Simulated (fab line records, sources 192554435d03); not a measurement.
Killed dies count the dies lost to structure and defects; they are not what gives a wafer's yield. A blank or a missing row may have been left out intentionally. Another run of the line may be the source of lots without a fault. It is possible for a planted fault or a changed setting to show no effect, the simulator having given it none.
The tool behind it: which one? -- flow n5 finfet -- 10 lots, 30 wafers sampled, at 6 steps of a route of 1938

== WHAT THE GAUGES READ, wafer by wafer ==
N5_SD_EPI_N_OVL_MEAS_10. Usual: for SD_N_BLK_OVL the level is 0.2 nm and the standard deviation is 0.86.
lot,measured,on,SD_N_BLK_OVL (nm),flag
L276,day 3 13:21,overlay-01,1.1 1.4 2.2,
L277,day 3 17:49,overlay-02,0.0 -0.1 -0.3,
L281,day 4 19:56,overlay-01,1.0 0.7 1.0,
L282,day 4 23:20,overlay-01,1.0 0.7 -0.3,
L283,day 5 05:33,overlay-01,0.2 0.6 0.0,
L288,day 6 10:49,overlay-02,-0.4 0.2 0.5,
L291,day 7 07:48,overlay-02,0.5 0.7 0.4,
L295,day 8 06:24,overlay-01,1.3 0.4 1.0,
L296,day 8 13:01,overlay-02,-0.6 0.5 0.0,
L297,day 8 19:32,overlay-01,-1.1 -0.1 -1.1,

N5_SD_EPI_N_INSPECT_26: inspects for defects (darkfield). Usual: raw defect count reads 200 (standard deviation 37).
lot,measured,on,raw defect count,flag
L276,day 3 17:21,defect inspect-02,146 155 129,
L277,day 3 22:10,defect inspect-01,147 135 179,
L281,day 5 00:43,defect inspect-02,238 226 218,
L282,day 5 03:34,defect inspect-02,233 213 235,
L283,day 5 09:36,defect inspect-02,183 227 233,
L288,day 6 14:50,defect inspect-01,273 226 254,
L291,day 7 11:50,defect inspect-02,152 166 185,
L295,day 8 10:40,defect inspect-01,213 257 189,
L296,day 8 17:06,defect inspect-02,164 180 185,
L297,day 8 23:48,defect inspect-02,207 259 160,

N5_SD_ACTIVATION_RS_MEAS_03: measures by four-point-probe. Usual: RS_SD_N 21.89 ohm/sq, standard deviation 0.27; RS_SD_P 56.1 ohm/sq, standard deviation 0.87.
lot,measured,on,RS_SD_N (ohm/sq),RS_SD_P (ohm/sq),flag
L276,day 3 22:00,film metro-02,22.06 21.97 21.95,56.6 56.3 56.7,
L277,day 4 02:56,film metro-02,21.64 21.61 21.28,53.7 54.9 54.6,
L281,day 5 05:16,film metro-02,21.74 21.71 21.62,56.8 57.7 57.5,
L282,day 5 08:15,film metro-01,21.62 21.90 21.77,55.9 55.8 56.4,
L283,day 5 14:10,film metro-02,22.18 21.97 22.28,55.5 55.6 55.5,
L288,day 6 19:35,film metro-01,22.45 21.95 22.16,54.9 55.6 55.7,
L291,day 7 16:32,film metro-02,21.74 22.12 20.67,54.8 54.9 55.0,
L295,day 8 18:10,film metro-02,21.94 21.43 21.66,56.5 57.2 56.1,
L296,day 8 21:46,film metro-01,21.59 21.56 21.70,55.8 55.8 55.6,
L297,day 9 04:53,film metro-02,22.12 22.26 22.15,55.5 55.1 55.5,

N5_BEOL_M4_RC_MEAS_101. Usual: DIBL_N 36.1 mV/V, standard deviation 2.3; DIBL_P 36 mV/V, standard deviation 3.2; IOFF_N 0.16 nA/um, standard deviation 0.045; IOFF_P 0.21 nA/um, standard deviation 0.049; ION_N 674 uA/um, standard deviation 14; ION_P 462 uA/um, standard deviation 8.4; RS_SD_N 28.4 ohm/sq, standard deviation 0.36; SS_N 71.6 mV/dec, standard deviation 0.83; SS_P 73.2 mV/dec, standard deviation 0.87; VT_N 249 mV, standard deviation 3.8; VT_P -250 mV, standard deviation 3.4.
lot,measured,on,DIBL_N (mV/V),DIBL_P (mV/V),IOFF_N (nA/um),IOFF_P (nA/um),ION_N (uA/um),ION_P (uA/um),RS_SD_N (ohm/sq),SS_N (mV/dec),SS_P (mV/dec),VT_N (mV),VT_P (mV),flag
L276,day 12 02:29,prober-01,36.3 33.2 36.7,33 30 35,0.14 0.10 0.14,0.18 0.15 0.21,650 672 682,449 459 470,28.7 28.7 28.9,71.9 71.6 72.0,72.9 72.3 73.0,254 255 253,-250 -253 -250,
L277,day 11 20:04,prober-01,39.1 38.2 36.7,42 40 39,0.22 0.20 0.19,0.29 0.26 0.26,686 679 695,468 465 481,28.1 28.0 27.8,72.3 72.0 71.3,74.4 73.7 73.7,246 248 244,-246 -246 -246,
L281,day 13 23:03,prober-02,37.8 42.2 36.9,38 44 37,0.18 0.31 0.17,0.23 0.34 0.22,684 692 694,470 471 468,28.3 28.3 28.3,72.6 73.7 71.5,73.9 76.2 73.5,251 243 246,-250 -247 -250,
L282,day 12 22:52,prober-02,34.9 36.0 34.8,34 36 33,0.12 0.14 0.12,0.15 0.19 0.15,652 668 645,444 456 439,28.1 28.7 28.2,70.7 71.9 70.9,71.9 73.5 72.9,253 251 254,-255 -255 -257,
L283,day 14 01:37,prober-01,31.5 30.9 30.0,30 30 29,0.09 0.09 0.09,0.14 0.14 0.13,645 657 653,446 456 455,28.4 28.4 28.9,70.8 69.4 69.6,72.5 71.8 71.3,257 254 256,-254 -252 -255,
L288,day 15 11:49,prober-02,36.9 38.7 39.8,34 37 37,0.16 0.19 0.22,0.20 0.24 0.24,689 693 688,470 472 465,29.4 28.3 29.1,70.9 71.8 71.8,72.9 74.2 73.6,249 243 243,-247 -245 -247,
L291,day 15 19:12,prober-01,34.4 35.0 35.4,36 37 37,0.14 0.14 0.15,0.16 0.19 0.19,672 678 677,458 466 465,28.6 28.9 27.2,71.9 72.0 72.3,72.9 73.1 73.5,251 254 250,-255 -256 -253,
L295,day 17 04:50,prober-02,40.9 40.3 39.2,44 43 41,0.28 0.30 0.26,0.38 0.36 0.31,686 695 685,469 472 464,28.3 27.9 28.0,73.0 72.4 72.8,75.4 74.8 75.0,241 239 243,-241 -240 -243,
L296,day 16 04:26,prober-02,39.9 36.0 35.4,39 34 33,0.22 0.14 0.13,0.24 0.17 0.17,707 661 670,474 450 460,27.9 28.2 28.4,72.3 70.8 70.4,74.2 73.0 72.0,244 250 251,-250 -252 -248,
L297,day 17 10:15,prober-01,37.5 40.1 37.4,39 42 38,0.20 0.24 0.19,0.25 0.29 0.24,683 679 681,463 461 466,29.0 28.9 28.9,72.7 72.7 72.0,73.3 74.2 73.7,246 246 247,-248 -248 -247,

== EACH LOT AND THE TOOL THAT RAN IT (in order: tool; ch and the chambers of the sampled wafers; start) ==
lot,N5_SPACER0_ALD_08,N5_SD_EPI_N_EPI_21
L276,"ald sin-02 ch 1,2, day 3 12:46","epi rpcvd-03 ch 0, day 3 15:22"
L277,"ald sin-02 ch 1,2, day 3 17:14","epi rpcvd-04 ch 0, day 3 20:10"
L281,"ald sin-01 ch 1,2,3, day 4 19:20","epi rpcvd-02 ch 0, day 4 22:14"
L282,"ald sin-03 ch 0,2, day 4 22:53","epi rpcvd-04 ch 0, day 5 01:38"
L283,"ald sin-03 ch 2,3, day 5 04:58","epi rpcvd-03 ch 0, day 5 07:34"
L288,"ald sin-02 ch 0,1,3, day 6 10:14","epi rpcvd-02 ch 0, day 6 12:50"
L291,"ald sin-03 ch 1,2,3, day 7 07:13","epi rpcvd-03 ch 0, day 7 10:05"
L295,"ald sin-03 ch 1,2, day 8 05:56","epi rpcvd-04 ch 0, day 8 08:17"
L296,"ald sin-01 ch 0,1,2, day 8 12:34","epi rpcvd-04 ch 0, day 8 14:49"
L297,"ald sin-01 ch 0,1, day 8 18:57","epi rpcvd-02 ch 0, day 8 22:06"
- N5_SPACER0_ALD_08: deposits SiNx, target thk 2 nm.
- N5_SD_EPI_N_EPI_21: deposits Si:P, time 690 s.

== AS READ BY THE TOOLS THEMSELVES (means over the sampled wafers that have a number; for cases with no such wafer, the mark the record gives instead) ==
N5_SPACER0_ALD_08. Usual: heater power w 829 W, standard deviation 92; susceptor temp C 400.03 C, standard deviation 0.23.
lot,tool,heater power w (W),susceptor temp C (C),flag
L276,ald sin-02,788,400.02,
L277,ald sin-02,794,399.95,
L281,ald sin-01,879,400.22,
L282,ald sin-03,929,400.12,
L283,ald sin-03,865,399.77,
L288,ald sin-02,726,400.14,
L291,ald sin-03,879,399.84,
L295,ald sin-03,878,400.18,
L296,ald sin-01,842,399.99,
L297,ald sin-01,849,400.26,

N5_SD_EPI_N_EPI_21. Usual: susceptor temp C reads 680.0 C (standard deviation 0.3).
lot,tool,susceptor temp C (C),flag
L276,epi rpcvd-03,679.9,
L277,epi rpcvd-04,680.1,
L281,epi rpcvd-02,680.5,
L282,epi rpcvd-04,679.9,
L283,epi rpcvd-03,679.7,
L288,epi rpcvd-02,679.8,
L291,epi rpcvd-03,679.5,
L295,epi rpcvd-04,680.1,
L296,epi rpcvd-04,679.7,
L297,epi rpcvd-02,679.5,

== THE ANSWER, worked out from the rows above alone ==
Rule: lot off if the mean of its wafers having a number is beyond 3 standard deviations from the usual mean. Also off: a lot with no number at a reading for which 4 or more lots have one. Any other lot the step has rows for is counted as sound. After the gauges, taken in route order, come the tools' own readings; for these a lot's mean is taken, as printed above. The first step at which some lot is off is used, and at that step the reading that is off furthest; a lot without a number counts as furthest.
Nothing can be told from this: no lot is off at any reading shown.

== WHAT THE SIMULATOR HAD INSERTED ==
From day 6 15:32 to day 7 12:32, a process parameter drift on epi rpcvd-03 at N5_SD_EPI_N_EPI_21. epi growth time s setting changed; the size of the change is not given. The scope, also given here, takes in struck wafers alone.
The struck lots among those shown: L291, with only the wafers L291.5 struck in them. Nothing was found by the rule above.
